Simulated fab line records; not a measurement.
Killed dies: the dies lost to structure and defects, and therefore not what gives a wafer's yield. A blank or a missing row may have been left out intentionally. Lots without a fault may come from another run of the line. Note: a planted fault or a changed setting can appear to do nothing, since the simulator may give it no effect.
Chamber matching / flow n5_finfet / N5_BEOL_M13_DESCUM_15 on rie_diel-01 has 4 sister chambers
The step chemistry O2, time 7.9 s. 18 wafers are shown with their chamber, then 9 later ones without.

## WAFERS PAIRED WITH THEIR CHAMBERS
wafer=L080.2; chamber=1; throttle_valve_pct (%)=20.49; drypump_motor_current_A (A)=5.7; showerhead_plenum_p_Torr (Torr)=2.21
wafer=L080.4; chamber=3; throttle_valve_pct (%)=20.08; drypump_motor_current_A (A)=6.2; showerhead_plenum_p_Torr (Torr)=2.05
wafer=L080.6; chamber=0; throttle_valve_pct (%)=20.09; drypump_motor_current_A (A)=5.6; showerhead_plenum_p_Torr (Torr)=2.05
wafer=L081.2; chamber=3; throttle_valve_pct (%)=20.09; drypump_motor_current_A (A)=6.2; showerhead_plenum_p_Torr (Torr)=2.05
wafer=L081.3; chamber=0; throttle_valve_pct (%)=20.11; drypump_motor_current_A (A)=5.6; showerhead_plenum_p_Torr (Torr)=2.05
wafer=L081.4; chamber=1; throttle_valve_pct (%)=20.51; drypump_motor_current_A (A)=5.7; showerhead_plenum_p_Torr (Torr)=2.21
wafer=L085.2; chamber=2; throttle_valve_pct (%)=20.84; drypump_motor_current_A (A)=5.8; showerhead_plenum_p_Torr (Torr)=2.07
wafer=L085.3; chamber=0; throttle_valve_pct (%)=20.13; drypump_motor_current_A (A)=5.7; showerhead_plenum_p_Torr (Torr)=2.05
wafer=L085.6; chamber=1; throttle_valve_pct (%)=20.50; drypump_motor_current_A (A)=5.7; showerhead_plenum_p_Torr (Torr)=2.21
wafer=L084.1; chamber=0; throttle_valve_pct (%)=20.11; drypump_motor_current_A (A)=5.6; showerhead_plenum_p_Torr (Torr)=2.04
wafer=L084.3; chamber=3; throttle_valve_pct (%)=20.10; drypump_motor_current_A (A)=6.2; showerhead_plenum_p_Torr (Torr)=2.05
wafer=L084.6; chamber=3; throttle_valve_pct (%)=20.08; drypump_motor_current_A (A)=6.2; showerhead_plenum_p_Torr (Torr)=2.05
wafer=L088.1; chamber=1; throttle_valve_pct (%)=20.52; drypump_motor_current_A (A)=5.7; showerhead_plenum_p_Torr (Torr)=2.21
wafer=L088.4; chamber=3; throttle_valve_pct (%)=20.10; drypump_motor_current_A (A)=6.2; showerhead_plenum_p_Torr (Torr)=2.04
wafer=L088.5; chamber=3; throttle_valve_pct (%)=20.09; drypump_motor_current_A (A)=6.2; showerhead_plenum_p_Torr (Torr)=2.04
wafer=L094.2; chamber=1; throttle_valve_pct (%)=20.55; drypump_motor_current_A (A)=5.7; showerhead_plenum_p_Torr (Torr)=2.20
wafer=L094.4; chamber=3; throttle_valve_pct (%)=20.12; drypump_motor_current_A (A)=6.2; showerhead_plenum_p_Torr (Torr)=2.04
wafer=L094.6; chamber=2; throttle_valve_pct (%)=20.85; drypump_motor_current_A (A)=5.8; showerhead_plenum_p_Torr (Torr)=2.06

SIGNATURES (means of the wafers above)
reading=throttle_valve_pct; chamber 0=20.1100; chamber 1=20.5140; chamber 2=20.8450; chamber 3=20.0943; scatter within a chamber=0.0172
reading=drypump_motor_current_A; chamber 0=5.625; chamber 1=5.700; chamber 2=5.800; chamber 3=6.200; scatter within a chamber=0.0231
reading=showerhead_plenum_p_Torr; chamber 0=2.0475; chamber 1=2.2080; chamber 2=2.0650; chamber 3=2.0457; scatter within a chamber=0.00519
Rule: for a wafer and a chamber, the distance is found by dividing, reading by reading, the gap between the wafer's reading and the chamber's mean by the reading's scatter, squaring, summing and taking the root. The wafer belongs to the nearest chamber; if the next one is less than 2 further off, it can't be placed. How the scatter is found: for the shown wafers, subtract from each reading the mean of its chamber, square and add these, divide the total by (wafers less chambers), then take the root.

## WAFERS WHOSE CHAMBER IS MISSING
wafer=L095.1; throttle_valve_pct (%)=20.17; drypump_motor_current_A (A)=5.6; showerhead_plenum_p_Torr (Torr)=2.04
wafer=L095.2; throttle_valve_pct (%)=20.11; drypump_motor_current_A (A)=6.2; showerhead_plenum_p_Torr (Torr)=2.04
wafer=L095.4; throttle_valve_pct (%)=20.14; drypump_motor_current_A (A)=6.2; showerhead_plenum_p_Torr (Torr)=2.04
wafer=L096.1; throttle_valve_pct (%)=20.16; drypump_motor_current_A (A)=5.6; showerhead_plenum_p_Torr (Torr)=2.04
wafer=L096.5; throttle_valve_pct (%)=20.56; drypump_motor_current_A (A)=5.7; showerhead_plenum_p_Torr (Torr)=2.20
wafer=L096.6; throttle_valve_pct (%)=20.15; drypump_motor_current_A (A)=5.6; showerhead_plenum_p_Torr (Torr)=2.04
wafer=L097.2; throttle_valve_pct (%)=20.15; drypump_motor_current_A (A)=6.2; showerhead_plenum_p_Torr (Torr)=2.04
wafer=L097.5; throttle_valve_pct (%)=20.56; drypump_motor_current_A (A)=5.7; showerhead_plenum_p_Torr (Torr)=2.20
wafer=L097.6; throttle_valve_pct (%)=20.15; drypump_motor_current_A (A)=5.6; showerhead_plenum_p_Torr (Torr)=2.04

## THE CHAMBER EACH PASSED THROUGH
wafer=L095.1; from the rows above=0; in truth=0
wafer=L095.2; from the rows above=3; in truth=3
wafer=L095.4; from the rows above=3; in truth=3
wafer=L096.1; from the rows above=0; in truth=0
wafer=L096.5; from the rows above=1; in truth=1
wafer=L096.6; from the rows above=0; in truth=0
wafer=L097.2; from the rows above=3; in truth=3
wafer=L097.5; from the rows above=1; in truth=1
wafer=L097.6; from the rows above=0; in truth=0
Placed correctly: 9 of 9. Left unplaced by these rows: 0. Number placed wrongly: 0.
